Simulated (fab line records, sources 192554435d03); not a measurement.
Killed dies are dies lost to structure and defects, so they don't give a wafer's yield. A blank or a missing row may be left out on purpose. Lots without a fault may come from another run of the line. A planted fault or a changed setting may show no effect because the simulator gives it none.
A sampling plan put to the test | flow n5_finfet | one fab line, 33 faults that these records tell of, each judged on the records of the lots that it struck
The plan is the line's own looks: the steps of the route at which a gauge or an inspection reads the wafer and doesn't change it. A look can be judged if struck wafers have a number there and the file gives its usual mean and standard deviation on fault-free wafers. Caught: at a look after the fault's first step, the mean of the struck wafers lies 4 or more of those standard deviations (sigma) from the usual mean. On the tool: the same test on the tool's own readings at the fault's steps. Another recipe on the struck wafers, or a record that is blank for them alone, also counts as caught.

THE FAULTS, as the simulator had put them in
1. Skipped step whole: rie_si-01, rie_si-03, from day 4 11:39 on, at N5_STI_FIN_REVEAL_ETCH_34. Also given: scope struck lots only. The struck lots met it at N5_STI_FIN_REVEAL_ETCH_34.
2. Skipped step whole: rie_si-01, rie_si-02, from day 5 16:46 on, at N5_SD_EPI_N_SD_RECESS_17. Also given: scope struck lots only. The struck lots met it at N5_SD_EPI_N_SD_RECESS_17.
3. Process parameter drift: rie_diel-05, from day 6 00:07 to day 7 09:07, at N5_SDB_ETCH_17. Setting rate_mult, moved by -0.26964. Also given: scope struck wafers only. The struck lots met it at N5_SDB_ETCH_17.
4. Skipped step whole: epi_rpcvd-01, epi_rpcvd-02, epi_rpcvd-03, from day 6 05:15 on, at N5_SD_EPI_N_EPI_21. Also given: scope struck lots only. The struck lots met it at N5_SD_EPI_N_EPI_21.
5. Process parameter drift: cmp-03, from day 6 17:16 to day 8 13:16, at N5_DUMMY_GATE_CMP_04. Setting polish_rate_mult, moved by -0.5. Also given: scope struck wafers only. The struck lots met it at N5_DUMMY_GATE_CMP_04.
6. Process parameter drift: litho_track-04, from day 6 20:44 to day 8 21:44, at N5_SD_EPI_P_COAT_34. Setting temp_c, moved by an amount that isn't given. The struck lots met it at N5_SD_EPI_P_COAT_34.
7. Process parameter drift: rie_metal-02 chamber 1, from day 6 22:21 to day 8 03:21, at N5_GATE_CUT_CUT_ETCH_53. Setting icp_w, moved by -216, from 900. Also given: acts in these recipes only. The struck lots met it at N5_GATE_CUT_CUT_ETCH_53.
8. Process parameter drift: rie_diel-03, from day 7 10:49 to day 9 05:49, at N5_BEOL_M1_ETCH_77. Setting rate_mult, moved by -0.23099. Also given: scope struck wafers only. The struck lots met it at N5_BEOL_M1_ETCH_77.
9. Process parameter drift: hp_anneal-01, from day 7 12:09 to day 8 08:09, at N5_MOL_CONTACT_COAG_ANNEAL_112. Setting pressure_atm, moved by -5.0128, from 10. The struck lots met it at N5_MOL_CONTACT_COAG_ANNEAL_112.
10. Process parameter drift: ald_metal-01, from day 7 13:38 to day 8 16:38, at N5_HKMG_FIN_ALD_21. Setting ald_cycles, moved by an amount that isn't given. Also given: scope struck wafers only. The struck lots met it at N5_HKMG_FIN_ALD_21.
11. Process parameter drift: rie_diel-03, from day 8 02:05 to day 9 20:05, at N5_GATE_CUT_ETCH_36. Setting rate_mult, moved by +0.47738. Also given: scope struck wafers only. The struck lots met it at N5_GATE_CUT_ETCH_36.
12. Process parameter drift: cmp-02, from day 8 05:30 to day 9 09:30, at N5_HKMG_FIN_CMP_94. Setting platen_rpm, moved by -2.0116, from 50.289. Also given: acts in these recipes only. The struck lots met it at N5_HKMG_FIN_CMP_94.
13. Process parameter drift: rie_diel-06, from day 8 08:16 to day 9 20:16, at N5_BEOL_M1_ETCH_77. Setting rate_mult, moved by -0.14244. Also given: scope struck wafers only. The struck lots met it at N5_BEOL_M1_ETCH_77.
14. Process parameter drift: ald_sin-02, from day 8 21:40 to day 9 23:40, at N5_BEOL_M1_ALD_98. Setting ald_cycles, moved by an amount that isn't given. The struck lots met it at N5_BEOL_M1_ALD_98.
15. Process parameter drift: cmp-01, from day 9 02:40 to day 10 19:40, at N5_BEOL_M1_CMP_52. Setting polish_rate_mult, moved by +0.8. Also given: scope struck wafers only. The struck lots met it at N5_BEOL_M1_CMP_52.
16. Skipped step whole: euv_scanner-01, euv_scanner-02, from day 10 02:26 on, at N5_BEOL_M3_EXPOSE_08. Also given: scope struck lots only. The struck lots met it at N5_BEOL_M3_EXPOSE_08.
17. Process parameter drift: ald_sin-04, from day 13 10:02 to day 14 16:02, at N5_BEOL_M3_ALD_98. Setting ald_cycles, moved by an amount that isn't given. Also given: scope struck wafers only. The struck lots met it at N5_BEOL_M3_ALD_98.
18. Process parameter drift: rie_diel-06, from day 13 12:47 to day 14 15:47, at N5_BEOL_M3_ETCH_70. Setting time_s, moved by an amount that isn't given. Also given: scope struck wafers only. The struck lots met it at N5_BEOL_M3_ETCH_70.
19. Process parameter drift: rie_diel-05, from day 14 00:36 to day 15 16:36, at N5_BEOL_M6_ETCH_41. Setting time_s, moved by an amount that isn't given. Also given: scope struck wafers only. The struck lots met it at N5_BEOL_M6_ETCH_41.
20. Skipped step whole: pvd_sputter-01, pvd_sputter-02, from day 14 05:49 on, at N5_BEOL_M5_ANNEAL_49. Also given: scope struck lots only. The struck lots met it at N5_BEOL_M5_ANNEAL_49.
21. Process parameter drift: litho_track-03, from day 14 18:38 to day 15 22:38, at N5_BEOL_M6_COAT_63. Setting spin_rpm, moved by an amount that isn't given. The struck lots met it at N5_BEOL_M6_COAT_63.
22. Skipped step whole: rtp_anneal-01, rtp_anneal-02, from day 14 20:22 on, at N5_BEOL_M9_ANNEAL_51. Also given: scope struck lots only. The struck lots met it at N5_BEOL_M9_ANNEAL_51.
23. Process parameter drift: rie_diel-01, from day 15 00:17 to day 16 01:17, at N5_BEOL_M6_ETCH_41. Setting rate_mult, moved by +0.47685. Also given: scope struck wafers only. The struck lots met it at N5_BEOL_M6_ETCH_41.
24. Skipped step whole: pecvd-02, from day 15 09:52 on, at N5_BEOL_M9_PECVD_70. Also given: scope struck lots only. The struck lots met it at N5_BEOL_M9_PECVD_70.
25. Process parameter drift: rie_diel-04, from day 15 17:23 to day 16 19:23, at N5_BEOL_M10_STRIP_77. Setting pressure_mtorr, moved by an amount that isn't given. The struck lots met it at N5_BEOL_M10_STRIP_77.
26. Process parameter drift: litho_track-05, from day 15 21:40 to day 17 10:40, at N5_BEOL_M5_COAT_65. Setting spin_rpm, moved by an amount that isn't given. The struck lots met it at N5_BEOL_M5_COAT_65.
27. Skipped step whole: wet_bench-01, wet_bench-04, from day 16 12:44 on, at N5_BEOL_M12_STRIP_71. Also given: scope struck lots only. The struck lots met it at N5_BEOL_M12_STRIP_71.
28. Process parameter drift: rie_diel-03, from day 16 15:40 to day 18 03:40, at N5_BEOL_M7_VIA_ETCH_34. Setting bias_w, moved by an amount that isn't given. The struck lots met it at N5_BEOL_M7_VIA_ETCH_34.
29. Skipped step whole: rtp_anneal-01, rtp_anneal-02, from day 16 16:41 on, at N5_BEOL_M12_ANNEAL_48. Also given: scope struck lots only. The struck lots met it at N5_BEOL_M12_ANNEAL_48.
30. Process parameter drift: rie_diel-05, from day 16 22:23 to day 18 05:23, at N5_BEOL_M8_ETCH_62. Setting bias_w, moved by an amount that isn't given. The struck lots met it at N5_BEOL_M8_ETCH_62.
31. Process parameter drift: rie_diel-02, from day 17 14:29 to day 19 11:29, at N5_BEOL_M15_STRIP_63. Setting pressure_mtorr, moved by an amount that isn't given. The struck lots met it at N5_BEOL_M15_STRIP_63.
32. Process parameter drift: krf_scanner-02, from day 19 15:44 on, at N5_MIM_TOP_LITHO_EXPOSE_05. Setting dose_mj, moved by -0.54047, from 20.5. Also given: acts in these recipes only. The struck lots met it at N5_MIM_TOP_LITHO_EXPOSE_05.
33. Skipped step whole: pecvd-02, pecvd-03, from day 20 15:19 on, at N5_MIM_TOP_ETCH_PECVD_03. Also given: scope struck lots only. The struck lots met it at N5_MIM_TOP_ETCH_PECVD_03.

WHAT THE PLAN SAW
fault | on the tool itself                               | first look that catches it                      | reading, sigma | median hours from its first step to that look | hours from the fault's start to the first struck lot there | judged looks passed uncaught
1     | the tool's record is blank for the struck wafers | N5_STI_FIN_REVEAL_CD_MEAS_22                    | cd_nm +5.6     | 0.6                                           | 4                                                          | 0
2     | the tool's record is blank for the struck wafers | no look after it can be judged                  | -              | -                                             | -                                                          | 0
3     | etch_rf_on_time_s +12 sigma                      | not the one look that can be judged after it    | -              | -                                             | -                                                          | 1
4     | the tool's record is blank for the struck wafers | no look after it can be judged                  | -              | -                                             | -                                                          | 0
5     | only faintly: time_to_endpoint_s +2.0 sigma      | N5_DUMMY_GATE_THK_MEAS_05                       | thk_nm +22     | 0.2                                           | 5                                                          | 0
6     | heater_power_total_W +99 or beyond sigma         | not the one look that can be judged after it    | -              | -                                             | -                                                          | 1
7     | rf_fwd_power_W -62 sigma                         | not the one look that can be judged after it    | -              | -                                             | -                                                          | 1
8     | etch_rf_on_time_s +12 sigma                      | not the one look that can be judged after it    | -              | -                                             | -                                                          | 1
9     | pressure_atm -99 or beyond sigma                 | not the one look that can be judged after it    | -              | -                                             | -                                                          | 1
10    | under 2 sigma                                    | not the one look that can be judged after it    | -              | -                                             | -                                                          | 1
11    | etch_rf_on_time_s -13 sigma                      | not the one look that can be judged after it    | -              | -                                             | -                                                          | 1
12    | platen_rpm -67 sigma                             | not the one look that can be judged after it    | -              | -                                             | -                                                          | 1
13    | etch_rf_on_time_s +6.2 sigma                     | not the one look that can be judged after it    | -              | -                                             | -                                                          | 1
14    | under 2 sigma                                    | not the one look that can be judged after it    | -              | -                                             | -                                                          | 1
15    | barrier_field_endpoint_s -11 sigma               | not the one look that can be judged after it    | -              | -                                             | -                                                          | 1
16    | no reading that can be judged                    | no look after it can be judged                  | -              | -                                             | -                                                          | 0
17    | under 2 sigma                                    | not the one look that can be judged after it    | -              | -                                             | -                                                          | 1
18    | run_length_s +59 sigma                           | none of the 2 looks that can be judged after it | -              | -                                             | -                                                          | 2
19    | run_length_s +7.2 sigma                          | no look after it can be judged                  | -              | -                                             | -                                                          | 0
20    | the tool's record is blank for the struck wafers | no look after it can be judged                  | -              | -                                             | -                                                          | 0
21    | spin_speed_rpm -99 or beyond sigma               | no look after it can be judged                  | -              | -                                             | -                                                          | 0
22    | the tool's record is blank for the struck wafers | not the one look that can be judged after it    | -              | -                                             | -                                                          | 1
23    | oes_product_au +4.5 sigma                        | not the one look that can be judged after it    | -              | -                                             | -                                                          | 1
24    | the tool's record is blank for the struck wafers | no look after it can be judged                  | -              | -                                             | -                                                          | 0
25    | chamber_pressure_mTorr +99 or beyond sigma       | no look after it can be judged                  | -              | -                                             | -                                                          | 0
26    | spin_speed_rpm +63 sigma                         | not the one look that can be judged after it    | -              | -                                             | -                                                          | 1
27    | the tool's record is blank for the struck wafers | no look after it can be judged                  | -              | -                                             | -                                                          | 0
28    | bias_w +57 sigma                                 | no look after it can be judged                  | -              | -                                             | -                                                          | 0
29    | the tool's record is blank for the struck wafers | not the one look that can be judged after it    | -              | -                                             | -                                                          | 1
30    | bias_w +97 sigma                                 | no look after it can be judged                  | -              | -                                             | -                                                          | 0
31    | chamber_pressure_mTorr +99 or beyond sigma       | no look after it can be judged                  | -              | -                                             | -                                                          | 0
32    | exposure_dose_mJ_cm2 -17 sigma                   | not the one look that can be judged after it    | -              | -                                             | -                                                          | 1
33    | the tool's record is blank for the struck wafers | not the one look that can be judged after it    | -              | -                                             | -                                                          | 1
A dash: the fault isn't caught, or these records don't give the number.

Caught at a look: 2 of 33. Caught on the tool: 28 of 33. By one or the other: 29 of 33.
Caught on the tool alone: faults 2, 3, 4, 6, 7, 8, 9, 11, 12, 13, 15, 18, 19, 20, 21, 22, 23, 24, 25, 26, 27, 28, 29, 30, 31, 32, 33.
Caught at a look alone: fault 5.
Caught by neither: faults 10, 14, 16, 17.

THINNER SAMPLING
If the look that catches a fault measured only every second or every third lot, by lot number, the first struck lot would be measured this late in the worst case:
fault | struck lots at that look, in order of time | every lot | every second lot | every third lot
1     | L535, L536                                 | 4 h       | 9 h              | may miss all 2
5     | L612, L613, L614                           | 5 h       | 12 h             | 18 h
Hours are from the fault's start to the first struck lot that is measured. The limit of 4 sigma was tested on all struck wafers together, so one lot alone may lie under it. Other struck lots may not be in these records.

THE LONGEST TIMED WAY FROM STEP TO LOOK
Fault 1: a median of 0.6 hours passes between N5_STI_FIN_REVEAL_ETCH_34 and N5_STI_FIN_REVEAL_CD_MEAS_22. No look between them can be judged.
